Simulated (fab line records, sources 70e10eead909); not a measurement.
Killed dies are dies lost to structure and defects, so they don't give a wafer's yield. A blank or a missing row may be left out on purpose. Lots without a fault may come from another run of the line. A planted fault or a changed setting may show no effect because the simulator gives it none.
fab line records | flow nand_harc
record lots=5 wafers=15 last_day=33
route steps=1302 shown A_CONTACT@1045 END@1302
lots that met no fault: from a run of the same line without faults
start_h: hours from the record's first day to the start of the lot's first wafer shown | wait_h: hours since the lot's step before | " the same as in the row above | L1.1+2: a row that stands for several wafers | - no value, or no start given | * or withheld: withheld | < > ~ a bound
route shown NAME@n: a module of which the file shows steps, and the number in the route of the first | usual: mean/standard deviation of fault-free wafers | same: alike in all rows | chamber/n: place in a boat | sites: the reading at each site | _std_site: their standard deviation | _edge_site: outer sites' mean less inner sites' | radius_mm: how far each site lies from the wafer's centre | mask NAME#n: copy n | behind: the tool/chamber that last shaped the wafer | hold: why the lot was held/for how many hours/how that ended | device: the transistor (n, p or np) that didn't switch | end of line: the same wafers' tests at the end of the route | a step without rows: its recipe alone | killed: dies lost to structure and defects at the first sort, not the wafer's yield | map: a wafer's dies, x killed, . not, _ none there
set.NAME: the setting as run; set.NAME@STEP: as run at that earlier step | model.NAME: the simulator's own value behind a step, which no gauge read
lots at some steps of the route; a table a step, a row a wafer
services: from which hour (start_h, from the record's first day; less than 0 if before it) a tool's chamber was out of use, for how many hours, and why
## steps
# step NHARC_A_CONTACT_ETCH_77
# recipe target_depth_a=1089 time_s=54.5 cf4_flow_sccm=100 chf3_flow_sccm=30 ar_flow_sccm=0 rf_w=500 bias_w=200 chemistry=CF4/CHF3
# step NHARC_A_CONTACT_ETCH_78
# recipe target_depth_a=53000 over_etch_frac=0.3 time_s=1378 ion_energy_ev=150 o2_flow_sccm=400 cos_flow_sccm=20 ar_flow_sccm=0 rf_w=500 bias_w=300 chemistry=O2/COS
# usual drypump_motor_current_A=5.69/0.3 oes_product_au=0.999/0.015 rf_vpp_V=314.7/2.6 showerhead_plenum_p_Torr=3.15/0.18 throttle_valve_pct=28.329/0.0091
# columns lot.wafer tool chamber start_h wait_h drypump_motor_current_A oes_product_au rf_hours_counter_h rf_vpp_V showerhead_plenum_p_Torr throttle_valve_pct
L189.1 rie_diel-05 1 - - 5.12 1.010 45 314.3 3.01 28.316
L189.2 " 3 " " 5.65 0.979 49 316.1 3.32 28.320
L189.5 " 2 " " 5.55 1.023 - 315.0 3.04 28.346
L190.3 rie_diel-05 3 - - 5.66 0.980 52 318.1 3.32 28.328
L190.1 " 2 " " 5.56 1.028 52 312.4 3.03 28.328
L190.4 " 2 " " 5.57 1.022 - 312.9 3.04 28.330
L197.2 rie_diel-05 3 - - 5.67 0.987 18 317.3 3.30 28.332
L197.3 " 0 " " 5.77 1.005 15 315.5 3.14 28.334
L197.5 " 0 " " 5.76 0.985 - 314.1 3.14 28.340
L203.4 rie_diel-12 1 - - 6.03 0.981 12 320.6 3.37 28.333
L203.1 " 3 " " 5.49 1.019 10 317.8 3.25 28.328
L203.5 " 0 " " 5.56 0.994 - 316.8 3.35 28.334
L204.2 rie_diel-12 1 - - 6.04 0.985 14 318.5 3.37 28.335
L204.1 " 2 " " 5.87 1.001 11 310.3 2.90 28.330
L204.5 " 2 " " 5.89 0.995 - 311.5 2.90 28.329
# step NHARC_A_CONTACT_ETCH_124
# recipe source_w=withheld pressure_mtorr=20 bias_v=withheld time_s=140 target_depth_a=7000 ar_flow_sccm=withheld c4f8_flow_sccm=withheld o2_flow_sccm=withheld chemistry=C4F8/O2/Ar
# step NHARC_A_CONTACT_ETCH_125
# recipe source_w=withheld pressure_mtorr=20 bias_v=3000 time_s=197 target_depth_a=19180 ar_flow_sccm=withheld c4f8_flow_sccm=withheld o2_flow_sccm=withheld chemistry=C4F8/O2/Ar
# step NHARC_A_CONTACT_ETCH_126
# recipe source_w=withheld pressure_mtorr=20 bias_v=3000 time_s=197 target_depth_a=19180 ar_flow_sccm=withheld c4f8_flow_sccm=withheld o2_flow_sccm=withheld chemistry=C4F8/O2/Ar
# usual oes_air_line_au=1.000/0.02
# columns lot.wafer tool chamber start_h wait_h oes_air_line_au rf_hours_counter_h
L189.1 har_cap_etch-02 0 571.54 0.1 1.024 101
L189.2 " 1 " " 0.999 101
L189.5 " 0 " " 1.018 -
L190.1 har_cap_etch-03 0 581.87 0.1 0.993 53
L190.4 " 0 " " 0.991 -
L190.3 " 1 " " 1.033 -
L197.2 har_cap_etch-03 1 639.21 0.1 1.019 64
L197.3 " 1 " " 1.003 -
L197.5 " 0 " " 0.995 -
L203.1 har_cap_etch-03 0 713.20 0.1 0.996 76
L203.4 " 0 " " 0.970 -
L203.5 " 0 " " 1.029 -
L204.1 har_cap_etch-02 1 721.67 0.1 1.016 127
L204.2 " 0 " " 0.983 127
L204.5 " 0 " " 0.979 -
# step NHARC_A_CONTACT_ETCH_127
# recipe source_w=withheld pressure_mtorr=20 bias_v=3000 time_s=197 target_depth_a=19180 ar_flow_sccm=withheld c4f8_flow_sccm=withheld o2_flow_sccm=withheld chemistry=C4F8/O2/Ar
# step NHARC_A_CONTACT_ETCH_128
# recipe source_w=withheld pressure_mtorr=20 bias_v=3000 time_s=197 target_depth_a=19180 ar_flow_sccm=withheld c4f8_flow_sccm=withheld o2_flow_sccm=withheld chemistry=C4F8/O2/Ar
# step NHARC_A_CONTACT_ETCH_129
# recipe source_w=withheld pressure_mtorr=20 bias_v=3000 time_s=197 target_depth_a=19180 ar_flow_sccm=withheld c4f8_flow_sccm=withheld o2_flow_sccm=withheld chemistry=C4F8/O2/Ar
# step NHARC_A_CONTACT_ETCH_130
# recipe source_w=withheld pressure_mtorr=20 bias_v=3000 time_s=197 target_depth_a=19180 ar_flow_sccm=withheld c4f8_flow_sccm=withheld o2_flow_sccm=withheld chemistry=C4F8/O2/Ar
# step NHARC_A_CONTACT_ETCH_131
# recipe source_w=withheld pressure_mtorr=20 bias_v=3000 time_s=197 target_depth_a=19180 ar_flow_sccm=withheld c4f8_flow_sccm=withheld o2_flow_sccm=withheld chemistry=C4F8/O2/Ar
# usual oes_air_line_au=1.002/0.02
# columns lot.wafer tool chamber start_h wait_h oes_air_line_au rf_hours_counter_h
L189.1 har_cap_etch-02 0 572.43 0.1 0.989 102
L189.2 " 1 " " 0.996 102
L189.5 " 0 " " 0.976 -
L190.1 har_cap_etch-03 0 582.75 0.1 0.976 53
L190.4 " 0 " " 0.962 -
L190.3 " 1 " " 1.043 -
L197.2 har_cap_etch-03 1 640.10 0.1 0.975 65
L197.3 " 1 " " 1.003 -
L197.5 " 0 " " 0.981 -
L203.1 har_cap_etch-03 0 714.08 0.1 1.026 77
L203.4 " 0 " " 1.050 -
L203.5 " 0 " " 1.049 -
L204.1 har_cap_etch-02 1 722.55 0.1 1.003 128
L204.2 " 0 " " 0.991 128
L204.5 " 0 " " 0.988 -
# step NHARC_A_CONTACT_ETCH_132
# recipe source_w=withheld pressure_mtorr=20 bias_v=3000 time_s=197 target_depth_a=19240 ar_flow_sccm=withheld c4f8_flow_sccm=withheld o2_flow_sccm=withheld chemistry=C4F8/O2/Ar
# usual oes_air_line_au=1.002/0.022
# columns lot.wafer tool chamber start_h wait_h oes_air_line_au rf_hours_counter_h
L189.1 har_cap_etch-02 0 572.60 0.1 0.979 102
L189.2 " 1 " " 1.012 102
L189.5 " 0 " " 0.961 -
L190.1 har_cap_etch-03 0 582.93 0.1 1.001 54
L190.4 " 0 " " 0.979 -
L190.3 " 1 " " 0.997 -
L197.2 har_cap_etch-03 1 640.27 0.1 1.017 65
L197.3 " 1 " " 1.015 -
L197.5 " 0 " " 0.985 -
L203.1 har_cap_etch-03 0 714.26 0.1 1.048 77
L203.4 " 0 " " 1.035 -
L203.5 " 0 " " 1.054 -
L204.1 har_cap_etch-02 1 722.73 0.2 1.017 128
L204.2 " 0 " " 1.011 128
L204.5 " 0 " " 0.989 -
# step NHARC_A_CONTACT_ETCH_133
# recipe source_w=withheld pressure_mtorr=20 bias_v=400 time_s=374 target_depth_a=16100 ar_flow_sccm=withheld c4f8_flow_sccm=11.5 o2_flow_sccm=7.2 chemistry=C4F8/O2/Ar
# step NHARC_A_CONTACT_ETCH_91
# recipe target_depth_a=400 over_etch_frac=0.5 time_s=85.7 ion_energy_ev=120 ch3f_flow_sccm=50 o2_flow_sccm=30 ar_flow_sccm=200 rf_w=500 bias_w=100 chemistry=CH3F/O2
# usual drypump_motor_current_A=5.69/0.29 oes_product_au=0.94/0.034 rf_vpp_V=244.6/2.3 showerhead_plenum_p_Torr=2.48/0.15 throttle_valve_pct=20.663/0.0095
# columns lot.wafer tool chamber start_h wait_h drypump_motor_current_A oes_product_au rf_hours_counter_h rf_vpp_V showerhead_plenum_p_Torr throttle_valve_pct
L189.1 rie_diel-12 0 573.59 0.7 5.56 0.93 20 246.6 2.65 20.644
L189.2 " 1 " " 6.07 0.93 21 242.2 2.27 20.657
L189.5 " 2 " " 5.92 0.91 - 242.2 2.28 20.660
L190.4 rie_diel-12 3 583.89 0.6 5.49 0.95 24 246.8 2.57 20.643
L190.3 " 0 " " 5.56 0.94 21 248.2 2.65 20.658
L190.1 " 2 " " 5.89 0.91 24 242.3 2.28 20.662
L197.2 rie_diel-12 0 641.24 0.7 5.57 0.77 1 247.4 2.65 20.670
L197.3 " 3 " " 5.46 1.02 1 246.2 2.57 20.660
L197.5 " 1 " " 6.08 0.97 - 247.6 2.66 20.667
L203.4 rie_diel-12 1 715.22 0.6 6.03 0.92 12 245.3 2.66 20.652
L203.1 " 2 " " 5.91 0.94 10 243.0 2.28 20.658
L203.5 " 2 " " 5.88 0.94 - 240.2 2.28 20.659
L204.1 rie_diel-12 0 723.71 0.7 5.56 0.93 13 245.8 2.64 20.660
L204.2 " 1 " " 6.06 0.91 14 247.6 2.65 20.674
L204.5 " 3 " " 5.48 0.94 - 245.8 2.56 20.663
# step NHARC_A_CONTACT_ETCH_97
# recipe target_depth_a=200 over_etch_frac=0.5 time_s=10 ion_energy_ev=250 c4f6_flow_sccm=25 o2_flow_sccm=20 ar_flow_sccm=500 rf_w=600 bias_w=500 chemistry=C4F6/O2
# usual drypump_motor_current_A=5.71/0.28 oes_product_au=0.959/0.028 rf_vpp_V=548/4.6 showerhead_plenum_p_Torr=3.98/0.23 throttle_valve_pct=26.904/0.0088
# columns lot.wafer tool chamber start_h wait_h drypump_motor_current_A oes_product_au rf_hours_counter_h rf_vpp_V showerhead_plenum_p_Torr throttle_valve_pct
L189.2 rie_diel-12 0 - - 5.55 0.944 20 553 4.21 26.905
L189.1 " 2 " " 5.92 0.940 22 542 3.66 26.897
L189.5 " 3 " " 5.43 1.034 - 552 4.09 26.893
L190.3 rie_diel-12 0 - - 5.57 0.945 21 553 4.21 26.916
L190.1 " 1 " " 6.05 0.926 23 542 3.65 26.907
L190.4 " 2 " " 5.92 0.922 24 542 3.66 26.901
L197.2 rie_diel-12 3 641.43 0.2 5.43 1.026 1 550 4.09 26.902
L197.3 " 0 " " 5.57 1.008 1 552 4.21 26.906
L197.5 " 0 " " 5.56 1.006 - 553 4.21 26.909
L203.4 rie_diel-12 1 - - 6.07 0.934 12 552 4.22 26.917
L203.1 " 3 " " 5.44 0.969 11 551 4.08 26.922
L203.5 " 0 " " 5.56 0.926 - 553 4.20 26.916
L204.2 rie_diel-12 2 - - 5.90 0.936 12 541 3.65 26.901
L204.1 " 3 " " 5.44 0.966 13 551 4.08 26.894
L204.5 " 1 " " 6.07 0.931 - 552 4.22 26.902
# step NHARC_END_SORT_01
# recipe temp_c=25
# usual killed_at_array=52/17 killed_at_other=1.2/1.4 killed_at_periphery=4.7/2.9 killed_dies=58/17 killed_open=3.2/1.9 killed_short=2.4/1.4
# same gross_dies=677
# columns lot.wafer tool chamber start_h wait_h killed_at_array killed_at_other killed_at_periphery killed_dies killed_open killed_short
L189.1 prober-01 0 628.17 2.5 43 2 8 53 1 1
L189.2 prober-01 0 628.97 2.8 51 0 13 64 3 2
L189.5 prober-01 0 631.36 3.7 61 1 7 69 2 4
L190.1 prober-02 0 642.83 2.5 79 1 5 85 5 4
L190.3 prober-02 0 644.43 3.1 38 0 2 40 3 1
L190.4 prober-02 0 645.23 3.4 96 0 4 100 1 5
L197.2 prober-01 0 698.78 2.8 84 0 3 87 7 5
L197.3 prober-01 0 699.59 3.1 69 2 1 72 3 1
L197.5 prober-01 0 701.20 3.7 74 0 1 75 4 4
L203.1 prober-02 0 772.88 2.5 33 1 3 37 3 0
L203.4 prober-02 0 775.28 3.4 32 1 6 39 4 4
L203.5 prober-02 0 776.08 3.7 44 3 5 52 5 2
L204.1 prober-01 0 778.57 2.5 45 0 10 55 1 3
L204.2 prober-01 0 779.37 2.8 42 1 6 49 3 2
L204.5 prober-01 0 781.77 3.7 64 3 9 76 4 3
# killed by level:class
L189.1 A_SLIT:chamber_film_flake=15 A_CHANNEL_HOLE_D2:chamber_film_flake=9 A_CONTACT:chamber_film_flake=9 P_GATE:chamber_film_flake=4 A_CHANNEL_HOLE_D1:chamber_film_flake=3 A_STAIRCASE:chamber_film_flake=3 P_STI:chamber_film_flake=2 A_DECK1_JOINT:chamber_film_flake=2
L189.2 A_SLIT:chamber_film_flake=30 P_GATE:chamber_film_flake=7 A_CHANNEL_HOLE_D2:chamber_film_flake=6 A_CONTACT:chamber_film_flake=5 A_DECK1_JOINT:chamber_film_flake=4 P_STI:chamber_film_flake=2 P_BONDPAD:chamber_film_flake=2 A_CHANNEL_HOLE_D1:chamber_film_flake=2
L189.5 A_SLIT:chamber_film_flake=31 A_CONTACT:chamber_film_flake=9 A_CHANNEL_HOLE_D2:chamber_film_flake=8 A_CHANNEL_HOLE_D1:chamber_film_flake=5 P_STI:chamber_film_flake=3 A_DECK1_JOINT:chamber_film_flake=3 P_GATE:geometric_particle:short=1 P_CONTACT:geometric_particle:open=1
L190.1 A_CHANNEL_HOLE_D2:chamber_film_flake=29 A_CHANNEL_HOLE_D1:chamber_film_flake=19 A_SLIT:chamber_film_flake=17 A_CONTACT:chamber_film_flake=5 P_GATE:chamber_film_flake=4 A_ONON_D1:geometric_particle:short=2 A_ONON_D2:geometric_particle:open=2 P_CONTACT:geometric_particle:open=1
L190.3 A_SLIT:chamber_film_flake=13 A_CHANNEL_HOLE_D2:chamber_film_flake=12 A_CHANNEL_HOLE_D1:chamber_film_flake=6 A_DECK1_JOINT:chamber_film_flake=2 A_CHANNEL_FILL_D2:chamber_film_flake=2 P_M0:geometric_particle:open=1 A_SOURCE_PLATE:geometric_particle:short=1 A_ONON_D2:geometric_particle:open=1
L190.4 A_SLIT:chamber_film_flake=41 A_CHANNEL_HOLE_D2:chamber_film_flake=24 A_CHANNEL_HOLE_D1:chamber_film_flake=19 A_CONTACT:chamber_film_flake=3 A_DECK1_JOINT:chamber_film_flake=2 P_CONTACT:geometric_particle:short=1 A_ONON_D2:geometric_particle:short=1 A_CHANNEL_HOLE_D2:geometric_particle:short=1
L197.2 A_SLIT:chamber_film_flake=38 A_CHANNEL_HOLE_D1:chamber_film_flake=24 A_CONTACT:chamber_film_flake=8 A_CHANNEL_FILL_D2:geometric_particle:short=3 A_STAIRCASE:chamber_film_flake=2 P_CONTACT:geometric_particle:open=1 P_M1:geometric_particle:open=1 A_SOURCE_PLATE:geometric_particle:short=1
L197.3 A_CHANNEL_HOLE_D1:chamber_film_flake=24 A_SLIT:chamber_film_flake=23 A_CONTACT:chamber_film_flake=10 A_CHANNEL_FILL_D2:chamber_film_flake=5 A_STAIRCASE:chamber_film_flake=3 THIN_TSV:chamber_film_flake=2 P_M1:geometric_particle:open=1 A_ONON_D2:geometric_particle:open=1
L197.5 A_SLIT:chamber_film_flake=28 A_CHANNEL_HOLE_D1:chamber_film_flake=25 A_CONTACT:chamber_film_flake=7 A_SGD_CUT:chamber_film_flake=2 A_STAIRCASE:chamber_film_flake=2 A_BONDPAD:chamber_film_flake=2 P_M0:geometric_particle:open=1 A_ONON_D1:geometric_particle:short=1
L203.1 A_CHANNEL_HOLE_D1:chamber_film_flake=19 A_SLIT:chamber_film_flake=7 P_M2:chamber_film_flake=2 A_WL_FILL:chamber_film_flake=2 A_M1:chamber_film_flake=2 P_M1:geometric_particle:open=1 A_DECK1_JOINT:geometric_particle:open=1 A_M0:geometric_particle:open=1
L203.4 A_CHANNEL_HOLE_D1:chamber_film_flake=13 A_SLIT:chamber_film_flake=7 P_M2:chamber_film_flake=3 A_STAIRCASE:chamber_film_flake=3 A_CONTACT:chamber_film_flake=2 P_CONTACT:geometric_particle:open=1 P_M0:geometric_particle:short=1 P_M1:geometric_particle:open=1
L203.5 A_CHANNEL_HOLE_D1:chamber_film_flake=15 A_SLIT:chamber_film_flake=7 A_STAIRCASE:chamber_film_flake=6 A_M1:chamber_film_flake=5 A_WL_FILL:chamber_film_flake=3 THIN_TSV:chamber_film_flake=3 A_CONTACT:chamber_film_flake=2 P_GATE:geometric_particle:open=1
L204.1 A_CHANNEL_HOLE_D2:chamber_film_flake=28 A_CONTACT:chamber_film_flake=6 P_M2:chamber_film_flake=5 A_SLIT:chamber_film_flake=5 P_ZERO_WELL:chamber_film_flake=3 A_STAIRCASE:chamber_film_flake=3 P_M0:geometric_particle:short=1 A_CHANNEL_HOLE_D1:geometric_particle:short=1
L204.2 A_CHANNEL_HOLE_D2:chamber_film_flake=20 A_CONTACT:chamber_film_flake=9 A_SLIT:chamber_film_flake=7 P_ZERO_WELL:chamber_film_flake=2 P_M2:chamber_film_flake=2 A_STAIRCASE:chamber_film_flake=2 P_GATE:geometric_particle:open=1 A_CHANNEL_FILL_D1:geometric_particle:open=1
L204.5 A_CHANNEL_HOLE_D2:chamber_film_flake=34 A_CONTACT:chamber_film_flake=13 A_SLIT:chamber_film_flake=10 P_M2:chamber_film_flake=5 P_ZERO_WELL:chamber_film_flake=3 THIN_TSV:chamber_film_flake=3 A_M0:geometric_particle:open=2 P_GATE:geometric_particle:open=1
## services
# columns tool chamber start_h hours kind
rie_diel-12 0 552.41 - clean
rie_diel-12 1 552.41 - clean
rie_diel-12 2 552.41 - clean
rie_diel-12 3 552.41 - clean
har_cap_etch-03 - 556.03 13.1 repair
rie_diel-05 - 561.39 0.7 repair
rie_diel-05 1 576.02 10.6 repair
rie_diel-12 0 576.91 - clean
rie_diel-12 1 576.91 - clean
rie_diel-12 2 576.91 - clean
rie_diel-12 3 576.91 - clean
rie_diel-05 - 587.51 9.0 pm
rie_diel-12 0 601.41 - clean
rie_diel-12 1 601.41 - clean
rie_diel-12 2 601.41 - clean
rie_diel-12 3 601.41 - clean
rie_diel-12 - 622.40 9.0 pm
rie_diel-12 0 622.40 9.0 vent_cycle
rie_diel-12 1 622.40 9.0 vent_cycle
rie_diel-12 2 622.40 9.0 vent_cycle
rie_diel-12 3 622.40 9.0 vent_cycle
rie_diel-05 - 622.42 1.1 repair
rie_diel-12 2 632.62 14.1 repair
har_cap_etch-02 - 690.62 11.0 repair
## key
first_sign step=NHARC_A_CONTACT_ETCH_91 reading=oes_product_au direction=down sigmas=5 usual=0.94 struck=0.77
effect none on later readings
met_at NHARC_A_CONTACT_ETCH_91
struck_wafers L197.2
tester_left_out L197
onset_between 583.89 641.24
fault kind=process_parameter_drift tool=rie_diel-12 chamber=0 onset_h=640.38 steps=NHARC_A_CONTACT_ETCH_91 channel=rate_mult offset=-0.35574 shape=step end_h=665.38
# tester_left_out: of these lots the tester's yield and bins aren't shown, on N5 and GAA mostly nor the transistor test; their killed dies are dies lost to structure and defects alone, not to doping, threshold or leakage, so they don't give the yield
